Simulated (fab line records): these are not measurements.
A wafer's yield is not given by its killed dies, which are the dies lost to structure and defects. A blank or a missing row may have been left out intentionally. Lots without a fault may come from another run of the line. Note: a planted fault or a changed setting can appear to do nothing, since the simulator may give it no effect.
Which of the tools did it? | flow nand harc | 14 lots, 42 wafers sampled, at 4 steps of a route of 1159

## WHAT THE GAUGES SHOWED, per wafer
No reading from a measuring or inspecting step in the record can be judged against a usual standard deviation.

## EACH LOT AND THE TOOL THAT RAN IT (in order: tool; ch and the chambers of the sampled wafers; start)
lot  | NHARC_A_CHANNEL_FILL_D1_ALD_14   | NHARC_A_CHANNEL_FILL_D1_ETCHBACK_20 | NHARC_A_CHANNEL_FILL_D1_ALD_25   | NHARC_A_STAIRCASE_DEVELOP_165
L830 | ald hk-03 ch 0,1,3, day 8 07:02  | rie diel-03 ch 2,3, day 9 00:50     | ald hk-03 ch 0,2,3, day 9 13:55  | litho track-05 ch 0, day 10 01:00
L832 | ald hk-03 ch 0,1,3, day 9 12:20  | rie diel-07 ch 0,2,3, day 10 05:30  | ald hk-04 ch 0,1,2, day 10 20:44 | litho track-03 ch 0, day 11 09:00
L833 | ald hk-04 ch 0,1,3, day 9 12:20  | rie diel-04 ch 1,2,3, day 10 05:28  | ald hk-01 ch 0,1, day 10 22:00   | litho track-05 ch 0, day 11 09:00
L831 | ald hk-01 ch 0,1,3, day 9 12:25  | rie diel-07 ch 0,1, day 10 05:27    | ald hk-03 ch 0,3, day 10 21:29   | litho track-05 ch 0, day 11 09:00
L835 | ald hk-03 ch 2,3, day 9 22:52    | rie diel-04 ch 0,1,3, day 10 15:50  | ald hk-01 ch 2,3, day 11 03:55   | litho track-02 ch 0, day 11 16:00
L842 | ald hk-03 ch 0,2, day 12 00:50   | rie diel-03 ch 0,1, day 12 18:05    | ald hk-04 ch 0,2,3, day 13 05:55 | litho track-05, day 13 18:00
L844 | ald hk-03 ch 1,2, day 12 01:20   | rie diel-07 ch 1,2,3, day 12 18:07  | ald hk-03 ch 0,1,2, day 13 07:44 | litho track-03, day 13 18:00
L846 | ald hk-03 ch 0,1,3, day 12 23:46 | rie diel-07 ch 0,2,3, day 13 17:05  | ald hk-01 ch 1,3, day 14 05:09   | litho track-03 ch 0, day 14 17:00
L845 | ald hk-01 ch 0,1,2, day 12 23:49 | rie diel-03 ch 2,3, day 13 17:04    | ald hk-03 ch 0,1,3, day 14 07:44 | litho track-05 ch 0, day 14 17:00
L847 | ald hk-01 ch 0,1,2, day 13 09:31 | rie diel-03 ch 2,3, day 14 02:28    | ald hk-04 ch 1,2,3, day 14 15:36 | litho track-05 ch 0, day 15 04:00
L848 | ald hk-03 ch 0,1,3, day 13 13:46 | rie diel-03 ch 0,1,3, day 14 06:40  | ald hk-01 ch 1,2, day 14 19:14   | litho track-03 ch 0, day 15 07:00
L849 | ald hk-03 ch 0,2,3, day 13 17:24 | rie diel-03 ch 1,2,3, day 14 10:28  | ald hk-04 ch 0,1,3, day 15 00:38 | litho track-03 ch 0, day 15 14:00
L851 | ald hk-04 ch 1,2,3, day 14 01:03 | rie diel-03 ch 1,3, day 14 20:34    | ald hk-03 ch 0,1, day 15 08:14   | litho track-03 ch 0, day 15 20:00
L853 | ald hk-01 ch 1,2,3, day 14 19:01 | rie diel-07 ch 0,1, day 15 12:09    | ald hk-04 ch 0,1, day 15 23:59   | litho track-05 ch 0, day 16 12:00
- NHARC_A_CHANNEL_FILL_D1_ALD_14: deposits SiO2, target thk 2.5 nm, pulse time 10 s, ald cycles 25.
- NHARC_A_CHANNEL_FILL_D1_ETCHBACK_20: etches the open film in C4F8/O2/Ar, target depth 27 nm, time 13.5 s.
- NHARC_A_CHANNEL_FILL_D1_ALD_25: deposits SiOx, target thk 60 nm, pulse time 10 s, ald cycles 600.
- NHARC_A_STAIRCASE_DEVELOP_165: time 140 s.

## WHAT THE TOOLS THEMSELVES READ (means of the sampled wafers that have a number; where no wafer has one, the mark that the record gives instead)
NHARC_A_CHANNEL_FILL_D1_ALD_14. Usual: heater power w 457 W, standard deviation 37; precursor pulse height rel 1.001, standard deviation 0.019.
lot  | tool      | heater power w (W) | precursor pulse height rel | flag
L830 | ald hk-03 | 457                | 1.009                      |
L832 | ald hk-03 | 458                | 0.990                      |
L833 | ald hk-04 | 470                | 0.988                      |
L831 | ald hk-01 | 445                | 1.002                      |
L835 | ald hk-03 | 415                | 1.007                      |
L842 | ald hk-03 | 420                | 0.991                      |
L844 | ald hk-03 | 395                | 1.017                      |
L846 | ald hk-03 | 465                | 0.996                      |
L845 | ald hk-01 | 485                | 1.001                      |
L847 | ald hk-01 | 480                | 1.015                      |
L848 | ald hk-03 | 465                | 1.003                      |
L849 | ald hk-03 | 447                | 0.992                      |
L851 | ald hk-04 | 481                | 0.989                      |
L853 | ald hk-01 | 482                | 0.989                      |

NHARC_A_CHANNEL_FILL_D1_ETCHBACK_20. Usual: oes product au 0.96 a.u., standard deviation 0.037; rf vpp V 980 V, standard deviation 5.3.
lot  | tool        | oes product au (a.u.) | rf vpp V (V) | flag
L830 | rie diel-03 | 0.92                  | 976          |
L832 | rie diel-07 | 1.00                  | 986          |
L833 | rie diel-04 | 0.96                  | 978          |
L831 | rie diel-07 | 0.93                  | 987          |
L835 | rie diel-04 | 0.93                  | 976          |
L842 | rie diel-03 | 1.00                  | 978          |
L844 | rie diel-07 | 0.99                  | 985          |
L846 | rie diel-07 | 1.00                  | 986          |
L845 | rie diel-03 | 0.97                  | 975          |
L847 | rie diel-03 | 0.93                  | 976          |
L848 | rie diel-03 | 0.92                  | 976          |
L849 | rie diel-03 | 0.93                  | 977          |
L851 | rie diel-03 | 0.93                  | 977          |
L853 | rie diel-07 | 0.92                  | 986          |

NHARC_A_CHANNEL_FILL_D1_ALD_25. Usual: heater power w 464 W, standard deviation 33; precursor pulse height rel 1.003, standard deviation 0.021.
lot  | tool      | heater power w (W) | precursor pulse height rel | flag
L830 | ald hk-03 | 453                | 1.011                      |
L832 | ald hk-04 | 469                | 0.997                      |
L833 | ald hk-01 | 470                | 1.005                      |
L831 | ald hk-03 | 472                | 1.020                      |
L835 | ald hk-01 | 480                | 1.002                      |
L842 | ald hk-04 | 460                | 0.982                      |
L844 | ald hk-03 | 432                | 1.014                      |
L846 | ald hk-01 | 467                | 0.989                      |
L845 | ald hk-03 | 465                | 0.998                      |
L847 | ald hk-04 | 484                | 1.014                      |
L848 | ald hk-01 | 495                | 1.014                      |
L849 | ald hk-04 | 466                | 0.978                      |
L851 | ald hk-03 | 443                | 1.012                      |
L853 | ald hk-04 | 484                | 1.014                      |

NHARC_A_STAIRCASE_DEVELOP_165. Usual: chill plate temp C 22.97 C, standard deviation 0.11; exhaust pa 44.8 Pa, standard deviation 0.85.
lot  | tool           | chill plate temp C (C) | exhaust pa (Pa) | flag
L830 | litho track-05 | 22.87                  | 45.9            |
L832 | litho track-03 | 22.95                  | 45.0            |
L833 | litho track-05 | 22.98                  | 44.4            |
L831 | litho track-05 | 22.99                  | 44.3            |
L835 | litho track-02 | 22.94                  | 43.7            |
L842 | litho track-05 | -                      | -               | OFF
L844 | litho track-03 | -                      | -               | OFF
L846 | litho track-03 | 23.08                  | 44.8            |
L845 | litho track-05 | 23.11                  | 45.7            |
L847 | litho track-05 | 22.98                  | 44.8            |
L848 | litho track-03 | 22.78                  | 43.5            |
L849 | litho track-03 | 22.97                  | 45.7            |
L851 | litho track-03 | 23.04                  | 43.7            |
L853 | litho track-05 | 23.13                  | 44.9            |

## THE ANSWER, worked out from the rows above alone
Rule: lot off if the mean of its wafers having a number is beyond 3 standard deviations from the usual mean. A lot without any number at a reading at which 4 lots or more have one is off too. Where the step has rows for the other lots, those lots are counted as sound. After the gauges, taken in route order, come the tools' own readings; for these a lot's mean is taken, as printed above. The first step at which some lot is off is used, and at that step the reading that is off furthest; a lot without a number counts as furthest.
Off at NHARC_A_STAIRCASE_DEVELOP_165 (chill plate temp C): L842, L844. Without a number there: L842, L844.
If a tool, at that step or one of the process steps before it, ran each lot that is off and ran no sound lot following the first of them, it fits. No candidate that was tried fits.

## WHAT THE SIMULATOR HAD INSERTED
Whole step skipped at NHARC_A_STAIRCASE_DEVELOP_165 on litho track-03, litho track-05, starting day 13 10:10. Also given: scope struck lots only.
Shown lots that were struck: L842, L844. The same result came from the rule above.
